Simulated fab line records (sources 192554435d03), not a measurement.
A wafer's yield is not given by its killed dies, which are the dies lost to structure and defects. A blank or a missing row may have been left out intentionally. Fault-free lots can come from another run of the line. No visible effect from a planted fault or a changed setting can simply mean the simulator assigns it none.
Chamber matching    flow n5-finfet    pecvd-03 running N5_BEOL_M1_ILD_DEP_00: 3 sister chambers
The step deposits SiOC from DEMS/O2, target thk 79 nm, time 15.3 s. 3 wafers are shown with their chamber, then 10 later ones without.

== WAFERS WITH THEIR CHAMBER ==
wafer   chamber  throttle-valve-pct (%)
L084.5  1        11.8
L086.2  0        12.7
L086.4  2        11.1

== WAFERS WITH NO CHAMBER GIVEN ==
wafer   throttle-valve-pct (%)
L086.6  12.6
L090.2  11.3
L090.5  12.6
L090.6  11.4
L091.1  12.5
L091.2  12.4
L091.4  12.1
L097.1  12.2
L097.3  11.3
L097.4  11.2

== WHICH CHAMBER EACH WENT THROUGH ==
wafer    from the rows above       in truth
L086.6   0                         0
L090.2   can't be placed: 2 or 1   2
L090.5   0                         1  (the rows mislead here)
L090.6   can't be placed: 2 or 1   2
L091.1   0                         0
L091.2   can't be placed: 0 or 1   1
L091.4   can't be placed: 1 or 0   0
L097.1   can't be placed: 1 or 0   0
L097.3   can't be placed: 2 or 1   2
L097.4   2                         2
3 of 10 placed correctly. These rows do not allow placing 6 (true chamber among the candidates in 6). Number placed wrongly: 1.
How it was worked out, from the rows above alone: a wafer's distance from a chamber is the root of the sum, over the readings, of the square of ((its reading less the chamber's mean) divided by the reading's scatter). The wafer belongs to the nearest chamber; if the next one is less than 2 further off, it can't be placed. A chamber's mean is the mean of its shown wafers. The scatter: with one shown wafer a chamber, the root of the mean of the squares of how far each hidden wafer lies from its nearest shown one.
